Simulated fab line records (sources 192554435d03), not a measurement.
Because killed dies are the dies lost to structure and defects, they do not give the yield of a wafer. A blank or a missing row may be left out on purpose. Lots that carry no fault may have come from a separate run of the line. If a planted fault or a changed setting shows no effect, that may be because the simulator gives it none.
Which tool did it? -- flow n5 finfet -- at 1 step of a route of 1938, 9 lots with 27 wafers sampled

WHAT EACH GAUGE READ, for each wafer
N5_FIN_SAQP_OCD_MEAS_76.
lot,measured,on,trench depth nm (nm)
L873,day 2 15:40,ocd-01,126 123 121
L874,day 2 23:29,ocd-01,121 114 118
L875,day 3 02:52,ocd-02,118 124 123
L876,day 3 09:22,ocd-01,120 117 117
L879,day 4 02:26,ocd-01,114 118 116
L880,day 4 09:17,ocd-02,122 120 115
L884,day 5 08:23,ocd-01,124 121 124
L885,day 5 16:25,ocd-02,121 122 123
L886,day 5 21:44,ocd-01,119 120 118

EACH LOT AND THE TOOL THAT RAN IT (in order: tool; ch and the chambers of the sampled wafers; start)
The record shows no process step preceding these readings.

THE ANSWER, worked out from the rows above alone
Rule: the usual values come from the lots themselves. Put in order of their means at a reading, lots are off if they are a third of the lots or fewer, leave a main group of 4 or more, and stand apart from it by a gap of 3 or more times the standard deviation of the main group's means; of several such gaps the widest counts. Not used: any main group whose means are identical at the precision the tables above print for the reading. Also off: a lot with no number at a reading for which 4 or more lots have one. The other lots that the step has rows for count as sound.
No lot is off at any reading shown: from this, nothing can be told.

WHAT THE SIMULATOR PUT IN
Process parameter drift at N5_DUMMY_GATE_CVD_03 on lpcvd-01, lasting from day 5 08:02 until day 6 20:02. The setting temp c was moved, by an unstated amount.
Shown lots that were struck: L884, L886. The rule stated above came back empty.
